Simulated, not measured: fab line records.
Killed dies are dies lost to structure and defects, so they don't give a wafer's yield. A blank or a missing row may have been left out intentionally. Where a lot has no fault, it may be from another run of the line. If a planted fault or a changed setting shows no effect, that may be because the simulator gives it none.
Code-filled problem report in 8D (eight disciplines) form -- flow nand harc -- the parts of the form that need people (team, actions taken, sign-off) are left out

== 1. THE PROBLEM ==
Wafers without a fault read 87.6 s, standard deviation 0.38; run length s at NHARC_A_BONDPAD_ETCH_34 reads a mean of 72.5 s on 6 wafers belonging to 2 lots. Measured from the usual mean, that is -40 standard deviations.
The step: etches the open film in N2/H2, target depth 60 nm, overetch 18 nm, time 65.91 s.
Earliest sighting: wafer L884.4 on rie diel-07 at day 23 04:19. The record has a number at this step for 42 wafers belonging to 14 lots. The rule behind "out" and "out of limits": a value lying over 4 standard deviations away from the usual mean. All remaining wafers that have a number are taken as sound.

== 2. WHAT THIS IS AND IS NOT ==
question,is,is not
which readings at this step,run length s,"drypump motor current A, n2 flow sccm, oes product au, rf vpp V, showerhead plenum p Torr, throttle valve pct"
which lots,"L883, L884","L862, L863, L864, L865, L866, L867, L869, L870, L871, L872, L873, L874"
which wafers of those lots,all that have a number,-
read on which tools,rie diel-07,"rie diel-10, rie diel-11"
when,from day 23 04:19,up to then (36 sound wafers)

== 3. SUSPECTS, AND WHAT RULES EACH OUT ==
Counting: a tool at a process step up to the reading stays a suspect if it ran every lot that is out and no sound lot after the first of them.
- rie diel-07 at NHARC_A_BONDPAD_ETCH_34 (etches the open film in N2/H2, target depth 60 nm, overetch 18 nm, time 65.91 s): kept. It ran every lot that is out, first L884 (day 23 04:19), and no sound lot after that; its last sound lot up to then is L873 (day 21 04:38). Its own run length s readings are out on those wafers.
Remaining after the count: rie diel-07 at NHARC_A_BONDPAD_ETCH_34.

== 4. THE CAUSE (what the simulator had put in) ==
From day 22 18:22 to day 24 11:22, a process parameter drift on rie diel-07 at NHARC_A_BONDPAD_ETCH_34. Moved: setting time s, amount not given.
Only this tool survived the counting.

== 5. SEQUENCE OF EFFECTS, ordered by route ==
Each row: a reading whose mean over the struck wafers that have a number lies more than 3 standard deviations from the usual. Only readings whose record carries a usual standard deviation are examined. hours: median over the lots of the time between each lot's start at the first step of this table that gives one and its start at this step. sigmas: the change, counted in usual standard deviations.
hours,step,reading,usual,on struck wafers,change,sigmas
0,NHARC_A_BONDPAD_ETCH_34,run length s,87.6 s,72.5,-15.1,-40
Its process steps:
- NHARC_A_BONDPAD_ETCH_34: etches the open film in N2/H2, target depth 60 nm, overetch 18 nm, time 65.91 s.

== 6. WHAT WOULD HAVE CAUGHT IT SOONER ==
In this record the first reading out of limits was taken at day 23 04:19, 10 hours after the fault began at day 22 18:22.
